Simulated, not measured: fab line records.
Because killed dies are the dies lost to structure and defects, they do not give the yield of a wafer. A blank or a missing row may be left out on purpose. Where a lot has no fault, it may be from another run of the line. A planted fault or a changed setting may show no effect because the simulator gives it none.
fab line records	flow n5-finfet
[record] lots = 7	wafers = 21	last-day = 22
route steps=1938 shown MOL_CONTACT_COAG@622 BEOL_M0_SAQP@632 BEOL_M4@1111 PASSIVATION@1936
lots that met no fault: from a run of the same line without faults
start-h: hours from the record's first day to the start of the lot's first wafer shown	wait-h: hours elapsed since this lot's preceding step	" unchanged from the row above	L1.1+2: a single row standing in for several wafers	- no value present, or no start provided	* or withheld: withheld	< > ~ a bound
route shown NAME@n: NAME is a module with steps in the file, n the number in the route of the first one	usual: mean/standard deviation taken from wafers without a fault	same: alike in all rows	chamber/n: place in a boat	sites: per-site readings	_std_site: standard deviation across them	_edge_site: outer sites' mean less inner sites'	radius-mm: how far each site lies from the wafer's centre	mask NAME#n: copy n	behind: tool/chamber where the wafer was last shaped	hold: why the lot was held/for how many hours/how that ended	device: names the non-switching transistor (n, p or np)	end of line: the route-end tests of the same wafers	where a step has no rows: the recipe by itself	killed: the dies lost at the first sort to structure and to defects; this is not the yield of the wafer	map: the dies of a wafer, with x for killed, . for not killed, _ for no die there
set.NAME: setting as actually run; set.NAME@STEP: the setting as run at that earlier step	model.NAME: the simulator's own value behind a step, which no gauge read
lots at some steps of the route; a table a step, a row a wafer
services: the hour from which a tool's chamber was out of use, counted from the record's first day as start-h (under 0 if before that day), plus the number of hours and why
[[steps]]
[step N5_MOL_CONTACT_COAG_CD_MEAS_101]
[recipe] target-cd-nm = 16
[usual] cd-nm = 15.98/0.25
lot.wafer	tool	chamber	start-h	wait-h	cd-nm
L833.1	cd-sem-01	-	136.04	0.0	15.62
L833.2	"	-	"	"	15.80
L833.6	"	-	"	"	15.95
L834.3	cd-sem-01	-	142.12	0.0	15.64
L834.5	"	-	"	"	15.84
L834.6	"	-	"	"	15.83
L835.2	cd-sem-02	-	149.36	0.0	16.00
L835.4	"	-	"	"	15.74
L835.5	"	-	"	"	16.27
L839.1	cd-sem-02	-	174.64	0.0	15.88
L839.2	"	-	"	"	15.54
L839.4	"	-	"	"	15.84
L841.1	cd-sem-02	-	184.12	0.0	15.87
L841.3	"	-	"	"	16.03
L841.4	"	-	"	"	16.02
L845.3	cd-sem-02	-	210.34	0.0	16.13
L845.4	"	-	"	"	15.92
L845.6	"	-	"	"	16.42
L846.2	cd-sem-02	-	213.46	0.0	15.84
L846.3	"	-	"	"	15.78
L846.6	"	-	"	"	15.84
[step N5_MOL_CONTACT_COAG_PRE_CLEAN_121]
[recipe] gas = H2/He	time-s = *	temp-c = withheld
[step N5_MOL_CONTACT_COAG_CVD_140]
[recipe] material = W	target-thk-a = 665	mode = selective-fill	temp-c = 300	time-s = 215
[usual] heater-power-w = 446/52	susceptor-temp-C = 299.99/0.2
lot.wafer	tool	chamber	start-h	wait-h	heater-power-w	susceptor-temp-C
L833.1	cvd-w-02	0	136.18	0.1	571	300.09
L833.2	"	1	"	"	424	300.13
L833.6	"	0	"	"	539	299.62
L834.3	cvd-w-01	1	142.33	0.1	405	299.94
L834.5	"	1	"	"	412	300.00
L834.6	"	0	"	"	444	300.14
L835.2	cvd-w-01	1	149.49	0.1	403	299.90
L835.4	"	0	"	"	446	299.57
L835.5	"	1	"	"	409	300.09
L839.1	cvd-w-01	0	174.77	0.1	434	300.14
L839.2	"	1	"	"	409	300.24
L839.4	"	1	"	"	410	300.19
L841.1	cvd-w-01	1	184.25	0.1	414	299.86
L841.3	"	1	"	"	416	299.90
L841.4	"	0	"	"	449	299.70
L845.3	cvd-w-01	0	210.55	0.1	448	299.74
L845.4	"	1	"	"	414	300.04
L845.6	"	0	"	"	440	300.11
L846.2	cvd-w-01	0	213.59	0.1	441	299.90
L846.3	"	1	"	"	410	300.20
L846.6	"	1	"	"	418	299.93
[step N5_MOL_CONTACT_COAG_PRECLEAN_127]
[recipe] chemistry = DIW	time-s = 57.5	temp-c = 23
[step N5_MOL_CONTACT_COAG_SRD_128]
[recipe] dry-time-s = 32	dry = n2-spin	spin-rpm = 1500
[step N5_MOL_CONTACT_COAG_CMP_52]
[recipe] stop-on = SiO2	t-overpolish-s = 1.5	post-cmp-clean = w-dilute-nh4oh	down-force-psi = 4	platen-rpm = 50.289	pad-velocity-m-s = 1.0006	target-thk-nm = 66.5
[usual] motor-current-A = 12.2/1.2	overpolish-run-s = 1.499/0.0086	time-to-endpoint-s = 13.1/2.1
lot.wafer	tool	chamber	start-h	wait-h	motor-current-A	overpolish-run-s	time-to-endpoint-s
L833.2	cmp-01	3	136.50	0.0	13.2	1.506	9.8
L833.1	"	0	"	"	12.7	1.492	8.4
L833.6	"	3	"	"	13.4	1.505	10.4
L834.3	cmp-01	1	142.65	0.1	9.7	1.494	12.6
L834.5	"	3	"	"	13.8	1.519	16.3
L834.6	"	0	"	"	12.4	1.496	12.0
L835.2	cmp-01	0	149.82	0.0	12.8	1.493	10.8
L835.4	"	1	"	"	9.6	1.499	11.1
L835.5	"	1	"	"	9.6	1.517	9.0
L839.4	cmp-03	3	175.10	0.0	12.8	1.488	12.4
L839.2	"	1	"	"	12.6	1.494	14.2
L839.1	"	2	"	"	10.4	1.499	10.1
L841.1	cmp-03	1	184.61	0.1	12.5	1.504	13.3
L841.3	"	2	"	"	11.2	1.508	14.0
L841.4	"	3	"	"	13.0	1.500	13.0
L845.4	cmp-02	1	210.83	0.1	12.4	1.510	17.0
L845.3	"	2	"	"	13.5	1.494	15.4
L845.6	"	0	"	"	12.7	1.490	14.4
L846.2	cmp-03	3	213.98	0.1	12.8	1.500	16.9
L846.3	"	0	"	"	12.4	1.516	13.9
L846.6	"	1	"	"	13.2	1.489	15.0
[step N5_MOL_CONTACT_COAG_THK_MEAS_53]
[recipe] reads = SiO2_of_MOL_CONTACT_COAG_PECVD_31
[usual] VIA_MOL_THK = 43.9/0.62
lot.wafer	tool	chamber	start-h	wait-h	VIA_MOL_THK[nm]
L833.1	film-metro-02	-	136.80	-	43.4
L833.2	"	-	"	"	43.4
L833.6	"	-	"	"	43.3
L834.3	film-metro-01	-	142.87	-	44.3
L834.5	"	-	"	"	44.6
L834.6	"	-	"	"	44.2
L835.2	film-metro-02	-	150.12	-	43.7
L835.4	"	-	"	"	44.7
L835.5	"	-	"	"	44.4
L839.1	film-metro-01	-	175.39	-	43.1
L839.2	"	-	"	"	43.7
L839.4	"	-	"	"	44.0
L841.1	film-metro-02	-	184.87	-	43.8
L841.3	"	-	"	"	43.0
L841.4	"	-	"	"	43.4
L845.3	film-metro-02	-	211.09	-	42.3
L845.4	"	-	"	"	43.9
L845.6	"	-	"	"	43.3
L846.2	film-metro-01	-	214.21	-	43.9
L846.3	"	-	"	"	44.0
L846.6	"	-	"	"	43.3
[step N5_MOL_CONTACT_COAG_ANNEAL_112]
[recipe] temp-c = 400	time-s = 1800	ambient = HPD2	pressure-atm = 10
[usual] wafer_temp_C_max = 402.0/0.4	zone-power-lower-pct = 8.56/0.083	zone-power-top-pct = 19.64/0.17
lot.wafer	tool	chamber	start-h	wait-h	wafer_temp_C_max	zone-power-lower-pct	zone-power-top-pct
L833.1	hp-anneal-01	0	137.10	0.3	402.3	8.50	19.67
L833.2	"	0	"	"	401.5	8.68	19.61
L833.6	"	0	"	"	402.3	8.53	19.67
L834.3	hp-anneal-01	0	142.89	0.0	401.7	8.60	19.77
L834.5	"	0	"	"	402.3	8.61	19.44
L834.6	"	0	"	"	401.7	8.71	19.50
L835.2	hp-anneal-01	0	150.15	0.0	401.0	8.56	19.46
L835.4	"	0	"	"	402.2	8.47	19.63
L835.5	"	0	"	"	401.9	8.52	19.71
L839.1	hp-anneal-01	0	175.42	0.0	402.6	8.57	19.60
L839.2	"	0	"	"	402.5	8.42	19.59
L839.4	"	0	"	"	402.1	8.58	19.85
L841.1	hp-anneal-01	0	185.62	0.7	402.0	8.64	19.84
L841.3	"	0	"	"	401.9	8.46	19.53
L841.4	"	0	"	"	402.4	8.53	19.69
L845.3	hp-anneal-01	0	211.12	0.0	401.5	8.45	19.74
L845.4	"	0	"	"	401.9	8.48	19.56
L845.6	"	0	"	"	402.2	8.38	19.39
L846.2	hp-anneal-01	0	214.23	0.0	402.2	8.74	19.74
L846.3	"	0	"	"	402.6	8.63	19.35
L846.6	"	0	"	"	402.0	8.46	19.72
[step N5_MOL_CONTACT_COAG_INSPECT_97]
[recipe] inspect-instrument = darkfield	mode = post-anneal
[usual] raw-defect-count = 42/17
lot.wafer	tool	chamber	start-h	wait-h	raw-defect-count
L833.1	defect-inspect-01	-	140.12	0.0	35
L833.2	"	-	"	"	43
L833.6	"	-	"	"	34
L834.3	defect-inspect-01	-	145.96	0.1	39
L834.5	"	-	"	"	63
L834.6	"	-	"	"	43
L835.2	defect-inspect-02	-	153.19	0.0	23
L835.4	"	-	"	"	18
L835.5	"	-	"	"	50
L839.1	defect-inspect-02	-	178.44	0.0	39
L839.2	"	-	"	"	43
L839.4	"	-	"	"	40
L841.1	defect-inspect-01	-	188.64	0.0	40
L841.3	"	-	"	"	22
L841.4	"	-	"	"	25
L845.3	defect-inspect-02	-	214.18	0.1	33
L845.4	"	-	"	"	26
L845.6	"	-	"	"	36
L846.2	defect-inspect-01	-	217.28	0.0	49
L846.3	"	-	"	"	30
L846.6	"	-	"	"	39
[step N5_BEOL_M0_SAQP_PECVD_00]
[recipe] material = SiCN	target-thk-a = 80	temp-c = withheld	precursor = 3MS/NH3	pressure-torr = 3	rf-w = 202	time-s = 14
[usual] showerhead-plenum-p-Torr = 3.663/0.012	throttle-valve-pct = 9.0/0.35
lot.wafer	tool	chamber	start-h	wait-h	showerhead-plenum-p-Torr	throttle-valve-pct
L833.1	pecvd-02	2	140.45	0.2	3.649	8.6
L833.2	"	0	"	"	3.675	9.1
L833.6	"	2	"	"	3.652	8.7
L834.3	pecvd-01	1	146.25	0.1	3.668	9.3
L834.5	"	1	"	"	3.672	8.7
L834.6	"	2	"	"	3.674	8.3
L835.2	pecvd-02	0	153.50	0.2	3.668	9.3
L835.4	"	1	"	"	3.665	8.8
L835.5	"	0	"	"	3.670	9.1
L839.1	pecvd-04	2	178.77	0.2	3.659	8.5
L839.2	"	1	"	"	3.679	8.8
L839.4	"	0	"	"	3.650	9.3
L841.1	pecvd-04	1	188.98	0.2	3.674	8.9
L841.3	"	0	"	"	3.646	9.2
L841.4	"	1	"	"	3.677	8.9
L845.3	pecvd-02	0	214.48	0.1	3.662	9.3
L845.4	"	0	"	"	3.666	9.2
L845.6	"	2	"	"	3.656	8.9
L846.2	pecvd-04	0	217.59	0.2	3.650	9.2
L846.3	"	2	"	"	3.649	8.9
L846.6	"	2	"	"	3.657	9.3
[step N5_BEOL_M0_SAQP_ILD_DEP_01]
[recipe] material = SiOC	target-thk-a = 454.19	temp-c = 350	precursor = DEMS/O2	pressure-torr = 5	rf-w = 500	time-s = 8.7
[step N5_BEOL_M0_SAQP_HM_DEP_02]
[recipe] material = TiN	target-thk-a = 120	temp-c = 25	chamber-pressure-pa = 0.49996
[usual] chamber-pressure-pa = 0.5000/0.00091	substrate-temp-c = 25.02/0.11	susceptor-temp-C = 25.00/0.11	throttle-valve-pct = 29.5/1
lot.wafer	tool	chamber	start-h	wait-h	chamber-pressure-pa	substrate-temp-c	susceptor-temp-C	throttle-valve-pct
L833.1	pvd-sputter-02	-	142.51	2.0	-	-	-	-
L833.2	"	-	"	"	-	-	-	-
L833.6	"	-	"	"	-	-	-	-
L834.3	pvd-sputter-02	-	147.43	1.1	-	-	-	-
L834.5	"	-	"	"	-	-	-	-
L834.6	"	-	"	"	-	-	-	-
L835.2	pvd-sputter-02	-	155.08	1.5	-	-	-	-
L835.4	"	-	"	"	-	-	-	-
L835.5	"	-	"	"	-	-	-	-
L839.1	pvd-sputter-03	-	179.77	1.0	0.4993	24.85	24.95	29.0
L839.2	"	-	"	"	0.4994	24.98	25.05	28.7
L839.4	"	-	"	"	0.5007	25.02	24.86	28.1
L841.1	pvd-sputter-03	-	190.68	1.7	0.4988	25.05	24.95	29.2
L841.3	"	-	"	"	0.5001	24.91	24.98	28.1
L841.4	"	-	"	"	0.5005	24.94	25.04	28.7
L845.3	pvd-sputter-01	-	215.81	1.3	0.4987	24.96	24.87	31.4
L845.4	"	-	"	"	0.4994	25.06	24.91	30.2
L845.6	"	-	"	"	0.5012	24.85	25.07	29.4
L846.2	pvd-sputter-02	-	217.98	0.4	0.5004	25.09	25.04	30.2
L846.3	"	-	"	"	0.4990	25.02	24.92	28.6
L846.6	"	-	"	"	0.4996	24.97	25.07	31.2
[step N5_BEOL_M0_SAQP_PECVD_03]
[recipe] material = SiCN	target-thk-a = 120	temp-c = withheld	precursor = 3MS/NH3	pressure-torr = 3	rf-w = 202	time-s = 21.1
[usual] showerhead-plenum-p-Torr = 3.662/0.01	throttle-valve-pct = 9.0/0.32
lot.wafer	tool	chamber	start-h	wait-h	showerhead-plenum-p-Torr	throttle-valve-pct
L833.1	pecvd-04	1	142.63	0.1	3.679	9.0
L833.2	"	0	"	"	3.650	9.1
L833.6	"	2	"	"	3.648	8.9
L834.3	pecvd-04	1	147.55	0.1	3.675	8.7
L834.5	"	1	"	"	3.675	8.8
L834.6	"	0	"	"	3.639	9.1
L835.2	pecvd-02	1	155.20	0.1	3.654	8.9
L835.4	"	0	"	"	3.669	9.1
L835.5	"	2	"	"	3.660	8.6
L839.1	pecvd-04	0	179.90	0.1	3.649	9.4
L839.2	"	1	"	"	3.675	8.8
L839.4	"	0	"	"	3.653	9.5
L841.1	pecvd-02	1	190.80	0.1	3.664	8.4
L841.3	"	0	"	"	3.666	9.4
L841.4	"	0	"	"	3.670	8.9
L845.3	pecvd-02	0	215.93	0.1	3.671	9.3
L845.4	"	2	"	"	3.658	9.0
L845.6	"	0	"	"	3.656	8.9
L846.2	pecvd-04	0	218.10	0.1	3.649	9.1
L846.3	"	2	"	"	3.657	9.2
L846.6	"	0	"	"	3.650	9.3
[step N5_BEOL_M4_RC_MEAS_101]
[usual] DIBL_N = 36.3/1.1	DIBL_P = 36.3/1.4	IOFF_N = 0.155/0.019	IOFF_P = 0.211/0.027	ION_N = 672/8.5	ION_P = 462/5.8	SS_N = 71.5/0.56	SS_P = 73.3/0.52	VT_N = 249.9/2.5	VT_P = -249.8/2.8
lot.wafer	tool	chamber	start-h	wait-h	DIBL_N[mV/V]	DIBL_P[mV/V]	IOFF_N[nA/um]	IOFF_P[nA/um]	ION_N[uA/um]	ION_P[uA/um]	SS_N[mV/dec]	SS_P[mV/dec]	VT_N[mV]	VT_P[mV]
L839.1	prober-01	0	335.47	0.0	35.5	34.0	0.142	0.183	671	461	70.7	72.5	250.7	-249.9
L839.2	"	0	"	"	36.5	35.7	0.165	0.208	672	459	72.0	73.7	248.7	-251.2
L839.4	"	0	"	"	35.5	33.9	0.141	0.182	662	455	71.2	73.4	252.6	-252.8
L841.1	prober-02	0	354.88	0.0	35.3	34.7	0.149	0.230	675	468	71.3	72.3	248.8	-244.9
L841.3	"	0	"	"	34.4	33.6	0.127	0.205	668	465	71.0	73.2	250.5	-245.8
L841.4	"	0	"	"	37.8	37.0	0.181	0.268	672	468	72.1	74.3	245.3	-246.3
L845.3	prober-02	0	385.66	0.3	37.1	35.5	0.140	0.194	659	458	71.6	73.0	252.5	-250.8
L845.4	"	0	"	"	36.8	34.6	0.135	0.191	673	461	71.3	73.1	251.9	-252.1
L845.6	"	0	"	"	37.7	36.3	0.159	0.218	675	465	71.8	73.4	251.1	-248.3
L846.2	prober-02	0	391.49	0.2	35.5	36.1	0.146	0.202	671	463	71.5	72.4	251.1	-248.8
L846.3	"	0	"	"	36.0	36.0	0.147	0.205	675	466	70.9	72.3	251.9	-248.4
L846.6	"	0	"	"	34.5	34.1	0.123	0.172	663	464	70.9	72.8	253.5	-252.7
[step N5_PASSIVATION_PROBE_49]
[usual] defect-limited-yield = 91.4/1.2	killed_at_M0_to_M3 = 34/10	killed_at_M4_up = 14/5.1	killed-at-contacts = 12/6.4	killed-at-front-end = 38/9.3	killed-at-other = 4/3	killed-dies = 102/15	killed-on-rim = 13/3.6	killed-open = 67/12	killed-short = 33/6.9	sort_bin_5_function = 5.0/0.86	sort_bin_6_memory = 3.2/0.58	sort-n-pass = 1078/15	sort-yield-pct = 91.4/1.2
[same] gross-dies = 1180	killed-at-back-side = 0	sort_bin_4_leakage[%] = 0	sort_bin_8_speed[%] = 0
lot.wafer	tool	chamber	start-h	wait-h	defect-limited-yield[%]	killed_at_M0_to_M3	killed_at_M4_up	killed-at-contacts	killed-at-front-end	killed-at-other	killed-dies	killed-on-rim	killed-open	killed-short	sort_bin_5_function[%]	sort_bin_6_memory[%]	sort-n-pass	sort-yield-pct[%]
L833.1	prober-01	-	358.31	0.0	0	1111	16	18	31	4	1180	152	67	46	96.3	3.3	0	0
L833.2	prober-01	-	358.36	0.1	0	1100	26	5	44	5	1180	152	82	33	96.3	3.6	0	0
L833.6	prober-01	-	358.56	0.3	0	1105	25	5	44	1	1180	152	58	39	96.3	3.1	0	0
L834.3	prober-01	-	388.63	0.1	0	1099	13	15	49	4	1180	152	72	37	95.5	3.6	0	0
L834.5	prober-01	-	388.73	0.2	0	1121	15	16	28	0	1180	152	64	25	96.3	3.4	0	0
L834.6	prober-01	-	388.78	0.3	0	1129	15	19	17	0	1180	152	55	21	97.6	2.2	0	0
// killed by level:class
L833.1 BEOL_M0_SAQP:area-dep=1067 MOL_CONTACT_COAG:geometric-particle:open=13 BEOL_M0_SAQP:geometric-particle:open=12 BEOL_M0_SAQP:geometric-particle:short=11 BEOL_M4:geometric-particle:open=8 STI_FIN_REVEAL:geometric-particle:open=6 MOL_CONTACT_COAG:geometric-particle:short=5 BEOL_M2:geometric-particle:open=5
L833.2 BEOL_M0_SAQP:area-dep=1063 BEOL_M0_SAQP:geometric-particle:open=15 DUMMY_GATE:geometric-particle:open=11 BEOL_M0_SAQP:geometric-particle:short=11 BEOL_M4:geometric-particle:open=11 STI_FIN_REVEAL:geometric-particle:open=9 FIN_SAQP:geometric-particle:short=5 STARTING-WAFER:geometric-particle:open=5
L833.6 BEOL_M0_SAQP:area-dep=1079 GATE_CUT:geometric-particle:short=10 STI_FIN_REVEAL:geometric-particle:open=8 BEOL_M0_SAQP:geometric-particle:open=8 BEOL_M0_SAQP:geometric-particle:short=6 BEOL_M4:geometric-particle:open=6 BEOL_M5:geometric-particle:open=6 DUMMY_GATE:geometric-particle:open=5
L834.3 BEOL_M0_SAQP:area-dep=1069 FIN_SAQP:geometric-particle:short=15 STI_FIN_REVEAL:geometric-particle:open=13 MOL_CONTACT_COAG:geometric-particle:open=12 FIN_SAQP:geometric-particle:open=10 BEOL_M2:geometric-particle:open=7 BEOL_M0_SAQP:geometric-particle:open=6 BEOL_M4:geometric-particle:open=6
L834.5 BEOL_M0_SAQP:area-dep=1089 MOL_CONTACT_COAG:geometric-particle:open=9 FIN_SAQP:geometric-particle:open=8 MOL_CONTACT_COAG:geometric-particle:short=7 BEOL_M0_SAQP:geometric-particle:open=7 BEOL_M4:geometric-particle:open=7 BEOL_M0_SAQP:geometric-particle:short=5 BEOL_M1:geometric-particle:open=5
L834.6 BEOL_M0_SAQP:area-dep=1104 MOL_CONTACT_COAG:geometric-particle:open=16 BEOL_M0_SAQP:geometric-particle:open=8 BEOL_M3:geometric-particle:open=6 BEOL_M0_SAQP:geometric-particle:short=5 FIN_SAQP:geometric-particle:open=3 GATE_CUT:geometric-particle:open=3 GATE_CUT:geometric-particle:short=3
// map L833.1 (x killed, . not)
_________________xxxxxxxxxxxx________________
______________xxxxxxxxxxxxxxxxxx_____________
___________xxxxxxxxxxxxxxxxxxxxxxxx__________
__________xxxxxxxxxxxxxxxxxxxxxxxxxx_________
________xxxxxxxxxxxxxxxxxxxxxxxxxxxxxx_______
_______xxxxxxxxxxxxxxxxxxxxxxxxxxxxxxxx______
______xxxxxxxxxxxxxxxxxxxxxxxxxxxxxxxxxx_____
_____xxxxxxxxxxxxxxxxxxxxxxxxxxxxxxxxxxxx____
____xxxxxxxxxxxxxxxxxxxxxxxxxxxxxxxxxxxxxx___
___xxxxxxxxxxxxxxxxxxxxxxxxxxxxxxxxxxxxxxxx__
___xxxxxxxxxxxxxxxxxxxxxxxxxxxxxxxxxxxxxxxx__
__xxxxxxxxxxxxxxxxxxxxxxxxxxxxxxxxxxxxxxxxxx_
__xxxxxxxxxxxxxxxxxxxxxxxxxxxxxxxxxxxxxxxxxx_
_xxxxxxxxxxxxxxxxxxxxxxxxxxxxxxxxxxxxxxxxxxxx
_xxxxxxxxxxxxxxxxxxxxxxxxxxxxxxxxxxxxxxxxxxxx
_xxxxxxxxxxxxxxxxxxxxxxxxxxxxxxxxxxxxxxxxxxxx
_xxxxxxxxxxxxxxxxxxxxxxxxxxxxxxxxxxxxxxxxxxxx
_xxxxxxxxxxxxxxxxxxxxxxxxxxxxxxxxxxxxxxxxxxxx
_xxxxxxxxxxxxxxxxxxxxxxxxxxxxxxxxxxxxxxxxxxxx
_xxxxxxxxxxxxxxxxxxxxxxxxxxxxxxxxxxxxxxxxxxxx
_xxxxxxxxxxxxxxxxxxxxxxxxxxxxxxxxxxxxxxxxxxxx
__xxxxxxxxxxxxxxxxxxxxxxxxxxxxxxxxxxxxxxxxxx_
__xxxxxxxxxxxxxxxxxxxxxxxxxxxxxxxxxxxxxxxxxx_
___xxxxxxxxxxxxxxxxxxxxxxxxxxxxxxxxxxxxxxxx__
___xxxxxxxxxxxxxxxxxxxxxxxxxxxxxxxxxxxxxxxx__
____xxxxxxxxxxxxxxxxxxxxxxxxxxxxxxxxxxxxxx___
_____xxxxxxxxxxxxxxxxxxxxxxxxxxxxxxxxxxxx____
______xxxxxxxxxxxxxxxxxxxxxxxxxxxxxxxxxx_____
_______xxxxxxxxxxxxxxxxxxxxxxxxxxxxxxxx______
________xxxxxxxxxxxxxxxxxxxxxxxxxxxxxx_______
__________xxxxxxxxxxxxxxxxxxxxxxxxxx_________
___________xxxxxxxxxxxxxxxxxxxxxxxx__________
______________xxxxxxxxxxxxxxxxxx_____________
_________________xxxxxxxxxxxx________________
// map L834.3 (x killed, . not)
_________________xxxxxxxxxxxx________________
______________xxxxxxxxxxxxxxxxxx_____________
___________xxxxxxxxxxxxxxxxxxxxxxxx__________
__________xxxxxxxxxxxxxxxxxxxxxxxxxx_________
________xxxxxxxxxxxxxxxxxxxxxxxxxxxxxx_______
_______xxxxxxxxxxxxxxxxxxxxxxxxxxxxxxxx______
______xxxxxxxxxxxxxxxxxxxxxxxxxxxxxxxxxx_____
_____xxxxxxxxxxxxxxxxxxxxxxxxxxxxxxxxxxxx____
____xxxxxxxxxxxxxxxxxxxxxxxxxxxxxxxxxxxxxx___
___xxxxxxxxxxxxxxxxxxxxxxxxxxxxxxxxxxxxxxxx__
___xxxxxxxxxxxxxxxxxxxxxxxxxxxxxxxxxxxxxxxx__
__xxxxxxxxxxxxxxxxxxxxxxxxxxxxxxxxxxxxxxxxxx_
__xxxxxxxxxxxxxxxxxxxxxxxxxxxxxxxxxxxxxxxxxx_
_xxxxxxxxxxxxxxxxxxxxxxxxxxxxxxxxxxxxxxxxxxxx
_xxxxxxxxxxxxxxxxxxxxxxxxxxxxxxxxxxxxxxxxxxxx
_xxxxxxxxxxxxxxxxxxxxxxxxxxxxxxxxxxxxxxxxxxxx
_xxxxxxxxxxxxxxxxxxxxxxxxxxxxxxxxxxxxxxxxxxxx
_xxxxxxxxxxxxxxxxxxxxxxxxxxxxxxxxxxxxxxxxxxxx
_xxxxxxxxxxxxxxxxxxxxxxxxxxxxxxxxxxxxxxxxxxxx
_xxxxxxxxxxxxxxxxxxxxxxxxxxxxxxxxxxxxxxxxxxxx
_xxxxxxxxxxxxxxxxxxxxxxxxxxxxxxxxxxxxxxxxxxxx
__xxxxxxxxxxxxxxxxxxxxxxxxxxxxxxxxxxxxxxxxxx_
__xxxxxxxxxxxxxxxxxxxxxxxxxxxxxxxxxxxxxxxxxx_
___xxxxxxxxxxxxxxxxxxxxxxxxxxxxxxxxxxxxxxxx__
___xxxxxxxxxxxxxxxxxxxxxxxxxxxxxxxxxxxxxxxx__
____xxxxxxxxxxxxxxxxxxxxxxxxxxxxxxxxxxxxxx___
_____xxxxxxxxxxxxxxxxxxxxxxxxxxxxxxxxxxxx____
______xxxxxxxxxxxxxxxxxxxxxxxxxxxxxxxxxx_____
_______xxxxxxxxxxxxxxxxxxxxxxxxxxxxxxxx______
________xxxxxxxxxxxxxxxxxxxxxxxxxxxxxx_______
__________xxxxxxxxxxxxxxxxxxxxxxxxxx_________
___________xxxxxxxxxxxxxxxxxxxxxxxx__________
______________xxxxxxxxxxxxxxxxxx_____________
_________________xxxxxxxxxxxx________________
[[services]]
tool	chamber	start-h	hours	kind
pecvd-01	2	113.42	2.1	scheduled-down
cmp-01	-	115.21	8.2	repair
cvd-w-02	-	118.11	6.0	pm
pvd-sputter-03	-	118.46	0.5	repair
cmp-01	-	130.49	4.0	pm
cmp-01	-	134.49	-	consumable-replace:conditioner
cmp-01	-	134.49	-	consumable-replace:pad
pecvd-02	-	135.57	2.8	pm
pvd-sputter-01	-	138.92	4.7	repair
pecvd-02	-	146.48	1.5	repair
pecvd-04	0	148.08	16.5	scheduled-down
pecvd-01	-	162.13	6.0	pm
cmp-02	-	163.22	4.0	repair
pvd-sputter-02	-	163.68	5.1	repair
pecvd-01	2	172.07	17.2	repair
pecvd-01	-	178.09	0.9	repair
cmp-02	-	183.58	18.2	repair
cmp-02	-	215.05	3.4	repair
[[key]]
[first-sign] step = N5_BEOL_M0_SAQP_HM_DEP_02	reading = tool-record	direction = missing
[effect] step = N5_PASSIVATION_PROBE_49	reading = sort_bin_5_function	direction = up	sigmas = 99+	usual = 5.0	struck = 96.4
[more-kills-born-at] N5_BEOL_M0_SAQP_HM_DEP_02@pvd-sputter-02 = 6470
met-at N5_BEOL_M0_SAQP_HM_DEP_02
struck-wafers L833.1,L833.2,L833.6,L834.3,L834.5,L834.6,L835.2,L835.4,L835.5
rows-end L835.2,L835.4,L835.5
later-rows-left-out L833.1,L833.2,L833.6,L834.3,L834.5,L834.6
[fault] kind = skipped-step-whole	tool = pvd-sputter-02	chamber = -	onset-h = 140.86	steps = N5_BEOL_M0_SAQP_HM_DEP_02	scope = struck-lots-only
// later-rows-left-out: the simulator's readings of these wafers behind a module that went badly wrong aren't trusted and aren't shown, but for the sort
// rows-end: these wafers met a further fault down the route, and their rows from its step on are left out
